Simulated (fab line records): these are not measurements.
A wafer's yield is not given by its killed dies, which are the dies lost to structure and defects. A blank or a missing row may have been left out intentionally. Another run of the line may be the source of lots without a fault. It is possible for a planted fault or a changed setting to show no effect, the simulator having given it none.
Which of the tools did it?	flow n5 finfet	24 wafers from 8 lots sampled at 7 of the route's 1938 steps

== WHAT THE GAUGES SHOWED, per wafer ==
N5_WELL_APT_CD_MEAS_25: the cd target is 200 nm.
lot	measured	on	cd nm (nm)
L199	day 2 09:14	cd sem-03	200.3 197.0 199.7
L200	day 2 15:18	cd sem-01	206.5 200.7 200.1
L201	day 2 21:15	cd sem-02	199.6 197.7 203.5
L202	day 3 03:28	cd sem-03	205.4 205.3 203.4
L206	day 4 03:03	cd sem-01	198.4 198.8 203.4
L207	day 4 08:49	cd sem-01	205.0 202.1 197.8
L217	day 6 21:04	cd sem-03	201.0 199.5 197.1
L218	day 7 02:52	cd sem-01	203.5 201.1 206.1

N5_FIN_SAQP_THK_MEAS_07.
lot	measured	on	thk nm (nm)
L199	day 2 15:17	film metro-01	59.4 59.9 60.1
L200	day 2 21:23	film metro-02	58.0 59.5 60.2
L201	day 3 03:16	film metro-01	60.9 59.9 60.5
L202	day 3 09:17	film metro-02	44.4 60.1 59.9
L206	day 4 09:49	film metro-01	60.0 60.1 61.5
L207	day 4 15:27	film metro-02	44.4 59.4 60.2
L217	day 7 03:42	film metro-02	59.8 58.9 59.7
L218	day 7 08:49	film metro-01	59.8 59.0 58.7

N5_BEOL_M4_RC_MEAS_101.
lot	measured	on	DIBL_N (mV/V)	DIBL_P (mV/V)	IOFF_N (nA/um)	IOFF_P (nA/um)	ION_N (uA/um)	ION_P (uA/um)	SS_N (mV/dec)	SS_P (mV/dec)	VT_N (mV)	VT_P (mV)
L199	day 11 20:04	prober-01	39.1 38.2 36.7	42 40 39	0.22 0.20 0.19	0.29 0.26 0.26	686 679 695	468 465 481	72.3 72.0 71.3	74.4 73.7 73.7	246 248 244	-246 -246 -246
L200	day 12 16:52	prober-02	35.8 34.3 34.7	36 34 35	0.15 0.13 0.14	0.20 0.17 0.19	674 669 677	458 461 460	71.7 71.1 70.5	72.9 72.6 72.1	249 249 249	-251 -252 -251
L201	day 13 01:20	prober-02	37.0 38.4 36.7	38 39 37	0.19 0.20 0.19	0.25 0.25 0.23	671 679 683	455 465 464	72.0 72.7 72.6	73.9 74.4 73.6	246 249 250	-247 -249 -249
L202	day 12 13:42	prober-02	35.9 31.9 35.3	36 31 34	0.16 0.10 0.16	0.18 0.13 0.17	671 663 670	449 451 453	71.5 69.7 70.8	74.0 72.0 72.7	248 252 246	-250 -256 -255
L206	day 13 15:51	prober-01	33.8 34.2 34.2	34 34 34	0.16 0.14 0.15	0.22 0.21 0.21	667 662 684	462 460 474	71.5 71.5 71.1	73.0 72.4 73.1	248 250 248	-248 -249 -249
L207	day 14 05:34	prober-02	35.8 35.1 37.7	34 34 37	0.12 0.13 0.16	0.21 0.20 0.25	652 662 675	457 464 465	71.0 71.3 71.9	73.4 71.6 73.4	254 251 251	-251 -249 -247
L217	day 17 04:50	prober-02	40.9 40.3 39.2	44 43 41	0.28 0.30 0.26	0.38 0.36 0.31	686 695 685	469 472 464	73.0 72.4 72.8	75.4 74.8 75.0	241 239 243	-241 -240 -243
L218	day 16 04:26	prober-02	39.9 36.0 35.4	39 34 33	0.22 0.14 0.13	0.24 0.17 0.17	707 661 670	474 450 460	72.3 70.8 70.4	74.2 73.0 72.0	244 250 251	-250 -252 -248

== WHAT TOOL EACH LOT RAN ON (gives the tool, then ch and the chambers of the sampled wafers, and finally the start) ==
lot	N5_FIN_SAQP_PECVD_06	N5_FIN_SAQP_MANDREL_ETCH_22	N5_FIN_SAQP_STRIP_55	N5_FIN_SAQP_SPACER1_ETCHBACK_25
L199	pecvd-04 ch 0,2, day 2 15:11	rie si-06 ch 0,2,3, day 2 16:04	rie diel-01 ch 1,2, day 2 16:10	rie diel-03 ch 0,1, day 2 17:35
L200	pecvd-03 ch 0,1, day 2 21:16	rie si-01 ch 2,3, day 2 22:16	rie diel-04 ch 1,3, day 2 22:22	rie diel-01 ch 0,1,2, day 2 23:47
L201	pecvd-03 ch 0,1,2, day 3 03:12	rie si-06 ch 0,1, day 3 04:08	rie diel-01 ch 1,2, day 3 04:13	rie diel-04 ch 0,3, day 3 05:59
L202	pecvd-03 ch 0,1,2, day 3 09:12	rie si-03 ch 1,2,3, day 3 10:09	rie diel-01 ch 1,2,3, day 3 10:15	rie diel-01 ch 2,3, day 3 12:53
L206	pecvd-02 ch 0,2, day 4 09:44	rie si-03 ch 0,2, day 4 10:41	rie diel-01 ch 0,1,2, day 4 10:47	rie diel-03 ch 0,2, day 4 12:13
L207	pecvd-03 ch 1,2, day 4 15:20	rie si-03 ch 0,2,3, day 4 16:20	rie diel-04 ch 0,1,3, day 4 16:26	rie diel-04 ch 0,1,3, day 4 19:02
L217	pecvd-03 ch 1,2, day 7 03:37	rie si-01 ch 0,3, day 7 04:41	rie diel-04 ch 0,2,3, day 7 04:47	rie diel-01 ch 1,3, day 7 06:15
L218	pecvd-04 ch 0,1,2, day 7 08:44	rie si-03 ch 0,1,2, day 7 09:33	rie diel-04 ch 0,2,3, day 7 09:39	rie diel-01 ch 0,1, day 7 11:05
- N5_FIN_SAQP_PECVD_06: deposits a-Si from SiH4/He, target thk 60 nm, time 48.1 s.
- N5_FIN_SAQP_MANDREL_ETCH_22: etches a-Si in HBr/Cl2, stops on SiNx, target depth 60 nm, bt time 10 s, time 30 s.
- N5_FIN_SAQP_STRIP_55: strips in N2/H2.
- N5_FIN_SAQP_SPACER1_ETCHBACK_25: etches SiO2 in CHF3/O2, target depth 24.4 nm, time 12.2 s.

== AS READ BY THE TOOLS THEMSELVES (means over the sampled wafers that have a number; for cases with no such wafer, the mark the record gives instead) ==
N5_FIN_SAQP_PECVD_06.
lot	tool	heater power w (W)	showerhead plenum p Torr (Torr)	susceptor temp C (C)	throttle valve pct (%)
L199	pecvd-04	973	5.66	399.97	18.4
L200	pecvd-03	796	5.65	400.01	18.9
L201	pecvd-03	855	5.65	399.84	18.2
L202	pecvd-03	863	5.66	399.90	18.1
L206	pecvd-02	816	5.63	399.81	17.0
L207	pecvd-03	903	5.61	400.05	18.2
L217	pecvd-03	904	5.61	400.20	18.2
L218	pecvd-04	876	5.68	400.11	19.3

N5_FIN_SAQP_MANDREL_ETCH_22.
lot	tool	bias w (W)	drypump motor current A (A)	oes product au (a.u.)	throttle valve pct (%)
L199	rie si-06	75.17	5.6	0.775	35.4
L200	rie si-01	74.89	5.4	0.744	35.0
L201	rie si-06	74.99	5.7	0.776	35.6
L202	rie si-03	74.85	5.9	0.728	35.2
L206	rie si-03	74.97	6.1	0.773	35.3
L207	rie si-03	74.94	5.9	0.724	35.2
L217	rie si-01	75.04	5.9	0.754	35.9
L218	rie si-03	74.96	6.1	0.766	35.3

N5_FIN_SAQP_STRIP_55.
lot	tool	drypump motor current A (A)	oes product au (a.u.)	rf vpp V (V)	showerhead plenum p Torr (Torr)	throttle valve pct (%)
L199	rie diel-01	5.61	0.83	122.0	3.45	19.4
L200	rie diel-04	5.71	0.72	121.3	3.39	19.4
L201	rie diel-01	5.63	0.83	122.6	3.45	19.4
L202	rie diel-01	5.68	0.79	121.4	3.43	19.2
L206	rie diel-01	5.66	0.84	121.4	3.40	19.1
L207	rie diel-04	5.67	0.72	123.0	3.37	19.2
L217	rie diel-04	5.52	0.82	122.6	3.42	19.1
L218	rie diel-04	5.51	0.81	121.7	3.42	19.1

N5_FIN_SAQP_SPACER1_ETCHBACK_25.
lot	tool	bias w (W)	drypump motor current A (A)	oes_f_703_au (a.u.)	oes product au (a.u.)	rf vpp V (V)	showerhead plenum p Torr (Torr)	throttle valve pct (%)
L199	rie diel-03	169.6	5.69	0.85	0.81	500	2.36	18.95
L200	rie diel-01	170.2	5.64	0.83	0.87	534	2.45	18.99
L201	rie diel-04	170.3	5.68	0.72	0.73	533	2.41	19.23
L202	rie diel-01	169.8	5.79	0.70	0.72	545	2.39	18.93
L206	rie diel-03	170.4	5.66	0.77	0.75	510	2.43	18.86
L207	rie diel-04	169.6	5.65	0.73	0.73	532	2.40	19.13
L217	rie diel-01	170.5	5.76	0.71	0.75	551	2.43	18.87
L218	rie diel-01	169.9	5.70	0.83	0.85	518	2.41	18.91

== THE ANSWER, worked out from the rows above alone ==
Rule: the lots themselves supply what counts as usual. Put in order of their means at a reading, lots are off if they are a third of the lots or fewer, leave a main group of 4 or more, and stand apart from it by a gap of 3 or more times the standard deviation of the main group's means; of several such gaps the widest counts. The tables above print the reading to a certain number of digits; a main group whose means all agree to those digits is not used. A lot without any number at a reading at which 4 lots or more have one is off too. Any other lot the step has rows for is counted as sound. Order of review: gauges by route order, followed by the tools' own readings, for which a lot's mean as printed above is used. The first step at which some lot is off is used, and at that step the reading that is off furthest; a lot without a number counts as furthest.
Off: L202, L207 (N5_FIN_SAQP_THK_MEAS_07, thk nm). The main group: mean 59.8 nm, standard deviation 0.54.
If a tool, at a process step before that reading, ran all the lots that are off and no sound lot after the first of them, it fits. Those tools and the gauges at N5_FIN_SAQP_THK_MEAS_07 are tried in the same way. Not one of the candidates tried fits.

== WHAT THE SIMULATOR PUT IN ==
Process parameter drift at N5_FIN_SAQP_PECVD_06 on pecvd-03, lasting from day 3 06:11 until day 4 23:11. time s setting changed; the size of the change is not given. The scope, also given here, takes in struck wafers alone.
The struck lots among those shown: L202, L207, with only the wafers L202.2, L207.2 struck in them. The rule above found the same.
